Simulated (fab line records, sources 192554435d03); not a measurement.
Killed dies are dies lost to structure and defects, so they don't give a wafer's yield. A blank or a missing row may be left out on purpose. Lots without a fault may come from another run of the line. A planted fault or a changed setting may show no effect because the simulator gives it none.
A struck lot beside a sound one | flow n5_finfet | 37 steps out of a route of 1938
Sound: wafers L421.2, L421.4, L421.6. Struck: wafers L430.1, L430.2, L430.6. The cause comes at the end.
At each step with rows: each side's tool, then ch and its chambers, then its first start. Under that, the readings that differ: sound wafers | struck wafers | difference of the means | sigmas: that difference in standard deviations of wafers without a fault.
alike: readings whose means differ by less than 2 such deviations, and words and numbers that are the same on both sides. not compared: withheld readings, readings that some wafer has no value for, bounds like >300 that may hide the same value, and numbers for which the record gives no deviation and whose values overlap.
The two part at a step that has a row with sigmas, a row that says differs or no value, or rows on one side only. Numbers that don't overlap but have no deviation are shown without sigmas and don't part them. A reading that every wafer of one side lacks parts them only if that side has two wafers or more.

first, 9 steps without rows for these wafers: N5_BEOL_M4_ANNEAL_95 (time 240 s); N5_BEOL_M4_SPUTTER_96 (material Cu, target thk 4.5 nm, time 8.29 s); N5_BEOL_M4_ECD_50 (material Cu, target thk 300 nm); N5_BEOL_M4_ANNEAL_51 (time 90 s); N5_BEOL_M4_CMP_52 (polishes, stops on SiOC, t overpolish 6.8 s, target thk 40 nm); N5_BEOL_M4_PRE_CLEAN_60 (time 15 s); N5_BEOL_M4_CO_CAP_55 (material Co, precursor CCTBA/H2, target thk 2 nm, time 102.1 s); N5_BEOL_M4_PRE_CLEAN_56 (time 15 s); N5_BEOL_M4_DEP_57 (deposits SiCN from 3MS/NH3, target thk 8 nm, time 14 s).
N5_BEOL_M4_RC_MEAS_101:
  sound on prober-01 ch 0, day 10 03:08; struck on prober-01 ch 0, day 13 03:07
  reading       | sound          | struck         | difference | sigmas
  SS_N (mV/dec) | 71.2 72.0 70.3 | 72.8 73.4 72.3 | +1.7       | +3
  alike: DIBL_N, DIBL_P, IOFF_N, IOFF_P, ION_N, ION_P, SS_P, VT_N, VT_P
then, 24 steps without rows for these wafers: N5_BEOL_M5_ILD_DEP_00 (deposits SiCOH lowk from DEMS/porogen, target thk 140.64 nm, time 25.9 s); N5_BEOL_M5_CURE_79 (cures SiCOH lowk, time 240 s); N5_BEOL_M5_PECVD_70 (deposits SiO2 from TEOS/O2, target thk 16 nm, time 18 s); N5_BEOL_M5_HM_DEP_02 (deposits TiN, target thk 20 nm); N5_BEOL_M5_COAT_59 (time 60 s, resist thk 60 nm); N5_BEOL_M5_COAT_60 (time 60 s, resist thk 12 nm); N5_BEOL_M5_COAT_71 (time 60 s, resist thk 5 nm); N5_BEOL_M5_COAT_05 (resist thk 30 nm); N5_BEOL_M5_EBR_07; N5_BEOL_M5_SOFTBAKE_06 (time 60 s); N5_BEOL_M5_EXPOSE_08 (exposes mask M5, target cd 28 nm); N5_BEOL_M5_PEB_09 (peb time 60 s); N5_BEOL_M5_DEVELOP_10 (develop time 30 s); N5_BEOL_M5_DESCUM_16 (chemistry O2, time 7 s); N5_BEOL_M5_ETCH_72 (etches underlayer in N2/H2, target depth 6.5 nm, time 5.2 s); N5_BEOL_M5_ETCH_61 (etches SiARC in CF4, target depth 15.6 nm, time 26 s); N5_BEOL_M5_ETCH_62 (etches SOC in N2/H2, target depth 75 nm, overetch 15 nm, time 112.5 s); N5_BEOL_M5_STRIP_63 (strips in N2/H2); N5_BEOL_M5_STRIP_73 (strips in N2/H2); N5_BEOL_M5_STRIP_64 (strips in CF4); N5_BEOL_M5_HM_OPEN_17 (chemistry Cl2/BCl3, target TiN, target depth 20 nm, overetch 6 nm); N5_BEOL_M5_STRIP_19 (strips in O2); N5_BEOL_M5_COAT_65 (time 60 s, resist thk 60 nm); N5_BEOL_M5_COAT_66 (time 60 s, resist thk 12 nm).
N5_BEOL_M9_ETCH_66: etches SOC in N2/H2, target depth 80 nm, overetch 16 nm, time 120 s.
  sound on rie_diel-04 ch 0,1,2, day 11 23:44; struck on rie_diel-04 ch 0,3, day 15 00:23
  no value came back on the struck wafers for any of 7 readings (bias_w (W), chamber_pressure_mTorr (mTorr) and others); on the sound wafers bias_w (W) reads 150.3 150.4 150.9
  reading                                         | sound       | struck       | difference | sigmas
  model.CAR-EUV_of_BEOL_M9_COAT_22.thk_nm (nm)    | 0 0 0       | 11.2 11.2 11 | +11.1      |
  model.SiARC_of_BEOL_M9_COAT_64.thk_nm (nm)      | 6.6 6.4 6.4 | 12.2 12 12   | +5.6       |
  model.underlayer_of_BEOL_M9_COAT_75.thk_nm (nm) | 0 0 0       | 5 5 5        | +5         |
  not compared: rf_hours_counter_h
N5_BEOL_M9_VIA_ETCH_34: etches SiCOH lowk in C4F6/O2, target depth 182.4 nm, time 68.4 s.
  sound on rie_diel-04 ch 0,1,2, day 11 23:50; struck on rie_diel-04 ch 0,3, day 15 00:29
  reading               | sound          | struck         | difference | sigmas
  oes_product_au (a.u.) | 0.75 0.83 0.68 | 0.34 0.36 0.36 | -0.40      | -4
  alike: C4F6_flow_sccm, O2_flow_sccm, drypump_motor_current_A, rf_vpp_V, showerhead_plenum_p_Torr, throttle_valve_pct
  not compared: rf_hours_counter_h
-- the record jumps here: 2 days lie between the struck wafers' starts before and after (it left off in module BEOL_M9 and takes up again in module PASSIVATION, whose first step shown is number 1936 of the route) --
N5_PASSIVATION_PROBE_49:
  the record has rows for the struck wafers here (prober-02, day 17 05:38) and none for the sound ones

WHERE THEY PART
First at N5_BEOL_M4_RC_MEAS_101; last, within this record, at N5_PASSIVATION_PROBE_49.

WHY: what the simulator had put in
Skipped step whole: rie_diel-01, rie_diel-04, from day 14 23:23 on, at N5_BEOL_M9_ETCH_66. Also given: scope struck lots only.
